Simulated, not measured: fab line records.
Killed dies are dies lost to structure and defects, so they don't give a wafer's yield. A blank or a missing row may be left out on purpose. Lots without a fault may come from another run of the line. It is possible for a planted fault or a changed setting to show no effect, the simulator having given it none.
fab line records	flow nandHarc
[record] lots = 6	wafers = 16	lastDay = 35
route steps=1302 shown A_STAIRCASE@873 A_SGD_CUT@890 END@1302
lots that met no fault: from a run of the same line without faults
startH: the number of hours between the record's first day and the start of the first shown wafer of the lot	waitH: how many hours have passed since the lot's step before this one	" the same as in the row above	L1.1+2: one row covering several wafers at once	- no value present, or no start provided	* or withheld: withheld	< > ~ a bound
route shown NAME@n: NAME is a module with steps in the file, n the number in the route of the first one	usual: mean and standard deviation over wafers with no fault	same: alike in all rows	chamber/n: place in a boat	sites: readings site by site	_std_site: how widely they spread, as a standard deviation	_edge_site: mean of outer sites minus mean of inner sites	radiusMm: how far each site lies from the wafer's centre	mask NAME#n: copy n	behind: the tool/chamber that last shaped the wafer	hold: why the lot went on hold/how many hours it stayed there/how the hold came to an end	device: transistor that didn't switch, given as n, p or np	end of line: tests run on the same wafers once the route is complete	for a step that has no rows: nothing shown but its recipe	killed: the dies lost at the first sort to structure and to defects; this is not the yield of the wafer	map: a wafer's dies, x killed, . not, _ none there
set.NAME: the setting that was run; set.NAME@STEP: the one run at that earlier step	model.NAME: the simulator's own value behind a step, which no gauge read
lots at some steps of the route; a table a step, a row a wafer
services: from which hour (startH, from the record's first day; less than 0 if before it) a tool's chamber was out of use, for how many hours, and why
[[steps]]
[step NHARC_A_STAIRCASE_STRIP_447]
[recipe] timeS = 900	tempC = 130	chemistry = SPM
[step NHARC_A_STAIRCASE_PRECLEAN_448]
[recipe] timeS = *	tempC = 50	bathAgeMin = 0	chemistry = SC1
[step NHARC_A_STAIRCASE_SRD_449]
[step NHARC_A_STAIRCASE_CMP_450]
[recipe] targetThkNm = 200	material = SiO2
[usual] motorCurrentA = 12.4/1.3
lot.wafer	tool	chamber	startH	waitH	motorCurrentA
L655.2	cmp-04	3	472.12	-	12.7
L655.4	"	0	"	"	11.0
L655.3	"	1	"	"	11.1
L660.1	cmp-01	3	530.88	-	13.9
L660.4	"	2	"	"	15.3
L660.5	"	3	"	"	14.2
L657.4	cmp-02	3	569.16	-	13.2
L657.2	"	1	"	"	11.8
L657.6	"	2	"	"	13.6
L673.2	cmp-04	0	660.35	-	11.1
L673.4	"	2	"	"	12.0
L673.6	"	0	"	"	11.1
L674.3	cmp-01	0	664.08	-	11.9
L675.1	cmp-01	3	704.45	-	14.3
L675.4	"	1	"	"	11.0
L675.5	"	3	"	"	14.3
[step NHARC_A_STAIRCASE_CMP_152]
[usual] motorCurrentA = 12.4/1.3
lot.wafer	tool	chamber	startH	waitH	motorCurrentA
L655.2	cmp-04	3	472.19	0.1	14.7
L655.4	"	0	"	"	10.9
L655.3	"	1	"	"	11.8
L660.1	cmp-01	3	530.95	0.1	14.1
L660.4	"	2	"	"	14.7
L660.5	"	3	"	"	14.0
L657.4	cmp-02	3	569.24	0.1	12.3
L657.2	"	1	"	"	11.8
L657.6	"	2	"	"	13.9
L673.2	cmp-04	0	660.42	0.1	10.9
L673.4	"	2	"	"	12.3
L673.6	"	0	"	"	11.1
L674.3	cmp-01	0	664.15	0.1	12.0
L675.1	cmp-01	3	704.52	0.1	13.4
L675.4	"	1	"	"	10.5
L675.5	"	3	"	"	14.1
[step NHARC_A_STAIRCASE_SRD_154]
[step NHARC_A_STAIRCASE_ETCH_403]
[recipe] targetDepthA = 1082	chemistry = dHF	material = SiO2
[step NHARC_A_STAIRCASE_ETCHBACK_422]
[recipe] targetDepthA = 400	overEtchFrac = 0.3	timeS = 74.286	ionEnergyEv = 120	ch3fFlowSccm = 50	o2FlowSccm = 30	arFlowSccm = 200	rfW = 500	biasW = 100	chemistry = CH3F/O2
[usual] drypumpMotorCurrentA = 5.7/0.6	o2FlowSccm = 30.00/0.095	oesProductAu = 0.96/0.034	rfVppV = 243.7/1.5	showerheadPlenumPTorr = 2.40/0.092	throttleValvePct = 20.664/0.0095
lot.wafer	tool	chamber	startH	waitH	drypumpMotorCurrentA	o2FlowSccm	oesProductAu	rfHoursCounterH	rfVppV	showerheadPlenumPTorr	throttleValvePct
L655.4	rieDiel-01	2	472.64	0.1	4.8	30.15	0.93	18	243.4	2.42	20.669
L655.2	"	3	"	"	6.1	29.78	0.92	22	243.2	2.42	20.649
L655.3	"	0	"	"	6.7	30.08	0.93	24	245.4	2.53	20.673
L660.4	rieDiel-10	1	531.47	0.2	5.8	29.89	0.93	34	241.7	2.29	20.671
L660.1	"	3	"	"	5.4	29.97	0.92	34	245.7	2.58	20.651
L660.5	"	0	"	"	5.3	29.99	0.92	-	243.3	2.37	20.668
L657.4	rieDiel-10	3	569.70	0.1	5.3	29.93	1.00	48	246.4	2.57	20.676
L657.2	"	1	"	"	5.8	30.01	0.99	44	243.1	2.29	20.662
L657.6	"	3	"	"	5.3	29.78	1.00	-	245.4	2.57	20.671
L673.2	rieDiel-10	2	660.88	0.1	5.1	29.87	1.01	19	243.3	2.32	20.662
L673.4	"	0	"	"	5.4	29.95	0.99	17	244.7	2.36	20.664
L673.6	"	2	"	"	5.1	30.03	1.00	-	241.2	2.32	20.657
L674.3	rieDiel-01	0	664.61	0.2	6.8	30.01	1.00	30	245.1	2.51	20.657
L675.4	rieDiel-06	0	704.97	0.1	6.8	30.03	0.96	10	243.4	2.36	20.665
L675.1	"	1	"	"	6.2	30.06	0.98	14	244.6	2.44	20.674
L675.5	"	0	"	"	6.8	30.02	0.96	-	244.4	2.36	20.671
[step NHARC_A_STAIRCASE_ETCH_423]
[recipe] targetDepthA = 300	chemistry = dHF	material = SiO2
[step NHARC_A_STAIRCASE_ETCHBACK_157]
[recipe] targetDepthA = 900	overEtchFrac = 0.3	timeS = 167.14	ionEnergyEv = 120	ch3fFlowSccm = 50	o2FlowSccm = 30	arFlowSccm = 200	rfW = 500	biasW = 100	chemistry = CH3F/O2
[usual] drypumpMotorCurrentA = 5.7/0.57	o2FlowSccm = 29.99/0.091	oesProductAu = 0.96/0.033	rfVppV = 243.7/1.5	showerheadPlenumPTorr = 2.39/0.091	throttleValvePct = 20.662/0.0082
lot.wafer	tool	chamber	startH	waitH	drypumpMotorCurrentA	o2FlowSccm	oesProductAu	rfHoursCounterH	rfVppV	showerheadPlenumPTorr	throttleValvePct
L655.2	rieDiel-01	1	473.00	0.1	6.3	30.04	0.94	22	241.9	2.33	20.673
L655.4	"	3	"	"	6.2	30.03	0.94	22	243.7	2.42	20.660
L655.3	"	0	"	"	6.7	30.10	0.94	24	244.5	2.53	20.662
L660.1	rieDiel-06	3	531.85	0.2	5.4	29.85	0.99	18	242.9	2.41	20.666
L660.4	"	0	"	"	6.8	29.90	0.98	18	244.1	2.38	20.668
L660.5	"	1	"	"	6.2	30.04	0.98	-	245.1	2.47	20.672
L657.2	rieDiel-01	0	570.05	0.2	6.7	29.98	1.00	2	245.2	2.52	20.673
L657.4	"	2	"	"	4.8	29.95	0.99	4	243.5	2.40	20.655
L657.6	"	0	"	"	6.7	29.93	1.00	-	245.6	2.52	20.662
L673.4	rieDiel-10	0	661.27	0.2	5.4	30.12	1.00	17	245.4	2.36	20.660
L673.2	"	1	"	"	5.8	29.93	0.99	15	241.8	2.28	20.666
L673.6	"	3	"	"	5.3	30.02	1.00	-	245.0	2.57	20.665
L674.3	rieDiel-10	0	664.96	0.2	5.3	29.89	0.92	19	243.5	2.36	20.651
L675.1	rieDiel-10	0	705.37	0.2	5.4	30.09	0.92	33	243.6	2.36	20.670
L675.4	"	1	"	"	5.8	30.23	0.93	32	242.4	2.28	20.673
L675.5	"	3	"	"	5.4	29.98	0.93	-	246.6	2.56	20.663
[step NHARC_A_STAIRCASE_STRIP_475]
[recipe] timeS = 20	o2FlowSccm = 500	arFlowSccm = 0	biasW = 0	chemistry = O2
[step NHARC_A_STAIRCASE_DEP_471]
[recipe] targetThkA = 1000	tempC = 400	pressureTorr = 6.5	rfW = 900	teosFlowSccm = 161.4	flowSccm = 2650	targetThkNm = 100	gas = O2	material = SiO2
[usual] flowSccm = 2651/7.8	heaterPowerW = 578/87	throttleValvePct = 16.1/0.52
lot.wafer	tool	chamber	startH	waitH	flowSccm	heaterPowerW	throttleValvePct
L655.2	pecvd-03	1	473.28	-	2638	636	15.6
L655.3	"	0	"	"	2642	486	16.5
L655.4	"	1	"	"	2645	634	15.3
L660.1	pecvd-03	2	532.09	-	2647	582	16.2
L660.5	"	2	"	"	2652	579	16.3
L660.4	"	0	"	"	2640	631	16.8
L657.2	pecvd-01	2	570.33	-	2653	468	15.6
L657.4	"	0	"	"	2672	612	16.4
L657.6	"	0	"	"	2662	616	16.4
L673.2	pecvd-01	0	661.57	-	2645	700	16.4
L673.4	"	1	"	"	2668	445	17.4
L673.6	"	2	"	"	2646	503	16.2
L674.3	pecvd-01	0	665.27	-	2642	703	16.4
L675.1	pecvd-03	0	705.64	-	2651	646	17.1
L675.4	"	0	"	"	2648	653	16.9
L675.5	"	1	"	"	2646	684	15.6
[step NHARC_A_STAIRCASE_CMP_472]
[recipe] material = SiO2
[step NHARC_A_STAIRCASE_SRD_474]
[step NHARC_A_SGD_CUT_DEP_00]
[recipe] targetThkA = 500	tempC = 400	targetThkNm = 50	flowSccm = 200	rfW = 450	material = SiNx
[usual] heaterPowerW = 731/99
lot.wafer	tool	chamber	startH	waitH	hold	heaterPowerW
L655.3	pecvd-01	2	473.96	0.1	-	629
L655.2	"	0	"	"	-	803
L655.4	"	2	"	"	-	629
L660.1	pecvd-04	2	532.77	0.1	-	828
L660.5	"	2	"	"	-	830
L660.4	"	0	"	"	-	870
L657.2	pecvd-01	0	571.15	0.1	-	806
L657.4	"	0	"	"	-	794
L657.6	"	0	"	"	-	792
L673.2	pecvd-02	0	665.37	3.1	awaitDispo/2.9h/release	639
L673.4	"	2	"	"	awaitDispo/2.9h/release	649
L673.6	"	1	"	"	awaitDispo/2.9h/release	776
L674.3	pecvd-01	2	669.24	3.2	awaitDispo/2.8h/release	541
L675.1	pecvd-01	2	706.39	0.1	-	565
L675.5	"	0	"	"	-	833
L675.4	"	1	"	"	-	694
[step NHARC_END_SORT_01]
[recipe] tempC = 25
[usual] killedAtArray = 54/18	killedAtOther = 0.9/1.2	killedAtPeriphery = 4.4/2.9	killedDies = 59/18	killedOpen = 3.2/1.8	killedShort = 2.6/1.8
[same] grossDies = 677
lot.wafer	tool	chamber	startH	waitH	killedAtArray	killedAtOther	killedAtPeriphery	killedDies	killedOpen	killedShort
L660.1	prober-02	0	664.43	2.5	49	6	2	57	5	1
L660.4	prober-02	0	666.84	3.4	42	0	1	43	4	1
L660.5	prober-02	0	667.65	3.7	39	1	3	43	0	1
L657.2	prober-02	0	721.15	2.8	54	2	4	60	5	2
L657.4	prober-02	0	722.74	3.4	52	1	2	55	4	2
L657.6	prober-02	0	724.33	4.0	39	4	2	45	2	2
L673.2	prober-01	0	792.59	2.8	80	0	9	89	2	3
L674.3	prober-02	0	824.80	3.1	146	1	8	155	1	6
// killed by level:class
L660.1 A_CHANNEL_HOLE_D1:chamberFilmFlake=26 A_CHANNEL_HOLE_D2:chamberFilmFlake=14 HYBRID_BOND:chamberFilmFlake=5 A_WL_FILL:geometricParticle:open=2 P_M0:geometricParticle:short=1 A_DECK1_JOINT:geometricParticle:open=1 A_BLC:geometricParticle:open=1 A_M1:geometricParticle:open=1
L660.4 A_CHANNEL_HOLE_D1:chamberFilmFlake=20 A_CHANNEL_HOLE_D2:chamberFilmFlake=12 A_CHANNEL_FILL_D1:chamberFilmFlake=2 A_CONTACT:chamberFilmFlake=2 P_CONTACT:geometricParticle:open=1 A_ONON_D2:geometricParticle:open=1 A_WL_FILL:geometricParticle:short=1 A_M0:geometricParticle:open=1
L660.5 A_CHANNEL_HOLE_D1:chamberFilmFlake=20 A_CHANNEL_HOLE_D2:chamberFilmFlake=15 A_DECK1_JOINT:geometricParticle:short=1 P_ZERO_WELL:chamberFilmFlake=1 P_STI:chamberFilmFlake=1 P_GATE:chamberFilmFlake=1 A_SLIT:chamberFilmFlake=1 A_DECK1_JOINT:chamberFilmFlake=1
L657.2 A_SLIT:chamberFilmFlake=34 A_CHANNEL_HOLE_D1:chamberFilmFlake=5 A_STAIRCASE:chamberFilmFlake=5 A_CONTACT:chamberFilmFlake=5 A_BLC:geometricParticle:open=2 THIN_TSV:chamberFilmFlake=2 P_CONTACT:geometricParticle:open=1 P_M0:geometricParticle:open=1
L657.4 A_SLIT:chamberFilmFlake=35 A_CHANNEL_HOLE_D1:chamberFilmFlake=5 A_STAIRCASE:chamberFilmFlake=4 A_CONTACT:geometricParticle:open=2 A_CONTACT:chamberFilmFlake=2 P_CONTACT:geometricParticle:short=1 P_CONTACT:geometricParticle:open=1 A_CHANNEL_FILL_D2:geometricParticle:short=1
L657.6 A_SLIT:chamberFilmFlake=26 A_STAIRCASE:chamberFilmFlake=4 THIN_TSV:chamberFilmFlake=4 A_CHANNEL_HOLE_D1:chamberFilmFlake=3 P_ZERO_WELL:chamberFilmFlake=2 A_ONON_D1:geometricParticle:open=1 A_ONON_D2:geometricParticle:short=1 A_SGD_CUT:geometricParticle:short=1
L673.2 A_STAIRCASE:unspecified=57 A_CONTACT:chamberFilmFlake=7 A_SLIT:chamberFilmFlake=6 P_BONDPAD:chamberFilmFlake=4 P_GATE:chamberFilmFlake=3 A_STAIRCASE:chamberFilmFlake=3 P_ZERO_WELL:chamberFilmFlake=2 A_ONON_D1:geometricParticle:short=1
L674.3 A_STAIRCASE:unspecified=59 A_CHANNEL_HOLE_D2:chamberFilmFlake=33 A_SLIT:chamberFilmFlake=25 A_CHANNEL_HOLE_D1:chamberFilmFlake=12 A_CONTACT:chamberFilmFlake=6 P_GATE:chamberFilmFlake=5 A_DECK1_JOINT:chamberFilmFlake=5 P_GATE:geometricParticle:open=1
// map L673.2 (x killed, . not)
____________.____________
_________xx....._________
_______xx.x......._______
______.......x.....______
_____..xx..........._____
____.................____
____.................____
___......x.x..........___
___...................___
__.....................__
__..........x..........__
_......................._
_.......x..............._
_......................._
_...............x.....x._
_......................._
.........x.x.............
.......................xx
.........x...............
........x........x.x.....
......x.x.x..............
_......................._
_.x....................x_
_.........x..........x.._
_...xx.................._
_..xxxxx................_
__xxxxxxx...........x..__
__xxxxxxx..............__
___xxxxxx.............___
___xxxxxxxx...........___
____xxxxx............____
____xxxxxx...x.......____
_____xxxxx.........._____
______xxxx.......x.______
_______xx........._______
_________......._________
____________.____________
// map L674.3 (x killed, . not)
____________.____________
_________......._________
_______.........xx_______
______.............______
_____.......x......._____
____............x....____
____.........x.......____
___...................___
___.x.................___
__.....................__
__..x..................__
_..x...................._
_.......x..............._
_....xxx.x.............._
_..xx.xx.x.............x_
_....xx.xx.............._
....x.xx..xx.............
.....xxx...x.............
....xxxx.x...............
.....x.x..........x......
.....xxxx..........x.....
_...x..xx......xx.xx...._
_.....x.........xxx.x..._
_...xx.........xxx.xxx.._
_...x...........xxxxxx.._
_...xxxxxx....x.x..x.x.._
__xxxxxxxx......xxxxx..__
__xxxxxxxx..x..x.xxx...__
___xxxxxx...x..xxx....___
___xxxxxxx.......xx...___
____xxxxxxx........x.____
____xxxxx....x.......____
_____xxxxx.........._____
______xxxxx.....x..______
_______xxx........_______
_________......._________
____________.____________
[[services]]
tool	chamber	startH	hours	kind
cmp-01	-	479.58	4.0	pm
rieDiel-10	0	483.51	6.6	repair
pecvd-01	-	492.46	13.0	pm
pecvd-03	-	494.61	1.0	repair
cmp-04	-	505.31	4.0	pm
pecvd-01	1	526.01	49.0	repair
pecvd-03	-	547.00	13.0	pm
rieDiel-01	-	557.80	9.0	pm
cmp-01	-	577.58	4.0	pm
rieDiel-10	-	596.76	9.0	pm
cmp-04	-	603.31	4.0	pm
rieDiel-01	0	619.70	6.1	repair
cmp-04	-	631.30	1.6	repair
rieDiel-10	1	643.14	7.1	repair
cmp-01	-	656.72	1.1	repair
pecvd-03	1	663.58	20.8	repair
pecvd-03	2	672.99	4.3	repair
pecvd-01	-	673.46	13.0	pm
cmp-01	-	675.58	4.0	pm
cmp-01	-	690.80	0.3	repair
rieDiel-01	3	693.84	1.7	repair
rieDiel-10	0	699.92	2.5	repair
cmp-04	-	701.31	4.0	pm
rieDiel-01	1	704.98	2.9	repair
[[key]]
[firstSign] step = NHARC_END_SORT_01	reading = killedDies	direction = up	sigmas = 3.4	usual = 59	struck = 122
[effect] step = NHARC_END_SORT_01	reading = killedAtArray	direction = up	sigmas = 3.2	usual = 54	struck = 113
[moreKillsBornAt] NHARC_A_STAIRCASE_DEP_471@pecvd-01 = 116
metAt NHARC_A_STAIRCASE_DEP_471
struckWafers L673.2,L674.3
testerLeftOut L673,L674
onsetBetween 570.33 661.57
[fault] kind = chamberParticleSource	tool = pecvd-01	chamber = 0	onsetH = 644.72	steps = NHARC_A_STAIRCASE_DEP_471	ratePerVisitCm2 = 1.2	endH = 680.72
// testerLeftOut: of these lots the tester's yield and bins aren't shown, on N5 and GAA mostly nor the transistor test; their killed dies are dies lost to structure and defects alone, not to doping, threshold or leakage, so they don't give the yield
